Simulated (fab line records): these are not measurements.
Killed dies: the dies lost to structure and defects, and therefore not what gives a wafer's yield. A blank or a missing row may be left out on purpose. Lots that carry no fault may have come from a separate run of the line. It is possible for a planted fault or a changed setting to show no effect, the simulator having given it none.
Matching of chambers || flow n5Finfet || rieSi-04 running N5_FIN_SAQP_MANDREL_ETCH_58: 4 sister chambers
The step etches a-Si in HBr/Cl2, stops on SiNx, target depth 45 nm, bt time 10 s, time 27 s. 16 wafers are shown with their chamber, then 8 later ones without.

== EACH WAFER AND ITS CHAMBER ==
{"wafer": "L075.2", "chamber": 3, "throttleValvePct (%)": 35.32, "drypumpMotorCurrentA (A)": 5.5, "oesProductAu (a.u.)": 0.702}
{"wafer": "L075.3", "chamber": 1, "throttleValvePct (%)": 35.50, "drypumpMotorCurrentA (A)": 5.6, "oesProductAu (a.u.)": 0.678}
{"wafer": "L075.4", "chamber": 0, "throttleValvePct (%)": 36.02, "drypumpMotorCurrentA (A)": 6.0, "oesProductAu (a.u.)": 0.686}
{"wafer": "L083.1", "chamber": 1, "throttleValvePct (%)": 35.50, "drypumpMotorCurrentA (A)": 5.6, "oesProductAu (a.u.)": 0.670}
{"wafer": "L083.2", "chamber": 3, "throttleValvePct (%)": 35.34, "drypumpMotorCurrentA (A)": 5.5, "oesProductAu (a.u.)": 0.699}
{"wafer": "L083.6", "chamber": 3, "throttleValvePct (%)": 35.32, "drypumpMotorCurrentA (A)": 5.5, "oesProductAu (a.u.)": 0.699}
{"wafer": "L084.2", "chamber": 0, "throttleValvePct (%)": 36.02, "drypumpMotorCurrentA (A)": 6.1, "oesProductAu (a.u.)": 0.695}
{"wafer": "L084.3", "chamber": 2, "throttleValvePct (%)": 35.26, "drypumpMotorCurrentA (A)": 5.7, "oesProductAu (a.u.)": 0.684}
{"wafer": "L084.6", "chamber": 3, "throttleValvePct (%)": 35.31, "drypumpMotorCurrentA (A)": 5.5, "oesProductAu (a.u.)": 0.710}
{"wafer": "L093.1", "chamber": 2, "throttleValvePct (%)": 35.30, "drypumpMotorCurrentA (A)": 5.7, "oesProductAu (a.u.)": 0.681}
{"wafer": "L093.2", "chamber": 1, "throttleValvePct (%)": 35.51, "drypumpMotorCurrentA (A)": 5.6, "oesProductAu (a.u.)": 0.674}
{"wafer": "L093.5", "chamber": 2, "throttleValvePct (%)": 35.26, "drypumpMotorCurrentA (A)": 5.7, "oesProductAu (a.u.)": 0.682}
{"wafer": "L094.1", "chamber": 1, "throttleValvePct (%)": 35.49, "drypumpMotorCurrentA (A)": 5.6, "oesProductAu (a.u.)": 0.676}
{"wafer": "L094.2", "chamber": 2, "throttleValvePct (%)": 35.29, "drypumpMotorCurrentA (A)": 5.7, "oesProductAu (a.u.)": 0.667}
{"wafer": "L094.4", "chamber": 3, "throttleValvePct (%)": 35.33, "drypumpMotorCurrentA (A)": 5.5, "oesProductAu (a.u.)": 0.696}
{"wafer": "L095.1", "chamber": 3, "throttleValvePct (%)": 35.34, "drypumpMotorCurrentA (A)": 5.5, "oesProductAu (a.u.)": 0.695}

SIGNATURES (means of the wafers above)
{"reading": "throttleValvePct", "chamber 0": 36.0200, "chamber 1": 35.5000, "chamber 2": 35.2775, "chamber 3": 35.3267, "scatter within a chamber": 0.0136}
{"reading": "drypumpMotorCurrentA", "chamber 0": 6.050, "chamber 1": 5.600, "chamber 2": 5.700, "chamber 3": 5.500, "scatter within a chamber": 0.0204}
{"reading": "oesProductAu", "chamber 0": 0.69050, "chamber 1": 0.67450, "chamber 2": 0.67850, "chamber 3": 0.70017, "scatter within a chamber": 0.0058}
Rule: distance of a wafer from a chamber = root of the sum over the readings of ((wafer's reading minus chamber's mean) / reading's scatter) squared. The wafer belongs to the nearest chamber; if the next one is less than 2 further off, it can't be placed. The scatter: the root of (the sum of the squares of (reading less its chamber's mean) over the shown wafers, divided by (wafers less chambers)).

== WAFERS WHOSE CHAMBER IS MISSING ==
{"wafer": "L095.3", "throttleValvePct (%)": 35.27, "drypumpMotorCurrentA (A)": 5.7, "oesProductAu (a.u.)": 0.678}
{"wafer": "L095.6", "throttleValvePct (%)": 36.02, "drypumpMotorCurrentA (A)": 6.1, "oesProductAu (a.u.)": 0.692}
{"wafer": "L096.2", "throttleValvePct (%)": 35.27, "drypumpMotorCurrentA (A)": 5.7, "oesProductAu (a.u.)": 0.688}
{"wafer": "L096.5", "throttleValvePct (%)": 36.01, "drypumpMotorCurrentA (A)": 6.1, "oesProductAu (a.u.)": 0.687}
{"wafer": "L096.6", "throttleValvePct (%)": 35.32, "drypumpMotorCurrentA (A)": 5.5, "oesProductAu (a.u.)": 0.700}
{"wafer": "L097.1", "throttleValvePct (%)": 36.02, "drypumpMotorCurrentA (A)": 6.0, "oesProductAu (a.u.)": 0.677}
{"wafer": "L097.4", "throttleValvePct (%)": 35.24, "drypumpMotorCurrentA (A)": 5.7, "oesProductAu (a.u.)": 0.685}
{"wafer": "L097.6", "throttleValvePct (%)": 35.46, "drypumpMotorCurrentA (A)": 5.7, "oesProductAu (a.u.)": 0.686}

== EACH ONE'S CHAMBER ==
{"wafer": "L095.3", "from the rows above": 2, "in truth": 2}
{"wafer": "L095.6", "from the rows above": 0, "in truth": 0}
{"wafer": "L096.2", "from the rows above": 2, "in truth": 2}
{"wafer": "L096.5", "from the rows above": 0, "in truth": 0}
{"wafer": "L096.6", "from the rows above": 3, "in truth": 3}
{"wafer": "L097.1", "from the rows above": 0, "in truth": 0}
{"wafer": "L097.4", "from the rows above": 2, "in truth": 2}
{"wafer": "L097.6", "from the rows above": 1, "in truth": 1}
Placed correctly: 8 of 8. From these rows, 0 cannot be placed. Placed wrongly: 0.
